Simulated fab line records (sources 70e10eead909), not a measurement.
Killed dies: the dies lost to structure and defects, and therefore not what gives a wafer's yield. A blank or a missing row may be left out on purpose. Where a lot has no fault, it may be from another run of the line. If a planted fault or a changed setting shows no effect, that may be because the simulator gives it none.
Matching of chambers ; flow nand_harc ; NHARC_THIN_TSV_DEP_43 on pecvd-01 has 3 sister chambers
The step deposits SiO2, target thk 1328.5 nm. 6 wafers are shown with their chamber, then 7 later ones without.

WAFERS WITH THEIR CHAMBER
wafer;chamber;throttle_valve_pct (%);showerhead_vpp_V (V)
L074.3;0;16.5;1901
L079.5;1;15.3;1790
L080.2;0;16.4;1955
L080.6;2;15.9;1769
L089.3;2;15.7;1766
L089.5;1;15.6;1787

WAFERS WITH NO CHAMBER GIVEN
wafer;throttle_valve_pct (%);showerhead_vpp_V (V)
L089.6;15.9;1752
L092.1;15.5;1791
L092.4;15.7;1758
L092.6;16.3;1894
L093.1;15.6;1807
L093.2;15.7;1745
L093.6;16.5;1905

EACH ONE'S CHAMBER
wafer;from the rows above;in truth
L089.6;2;2
L092.1;can't be placed: 1 or 2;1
L092.4;can't be placed: 2 or 1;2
L092.6;0;0
L093.1;can't be placed: 1 or 2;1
L093.2;can't be placed: 2 or 1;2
L093.6;0;0
3 of 7 placed correctly. Can't be placed from these rows: 4 (the true chamber is among the candidates in 4). Placed wrongly: 0.
How it was worked out, from the rows above alone: a wafer's distance from a chamber is the root of the sum, over the readings, of the square of ((its reading less the chamber's mean) divided by the reading's scatter). If the next closest chamber is less than 2 further off than the closest, the wafer can't be placed; otherwise it belongs to the closest. A chamber's mean is the mean of its shown wafers. The scatter is the square root of a quotient: the sum, over the shown wafers, of each reading's squared deviation from its chamber's mean, divided by wafers minus chambers.
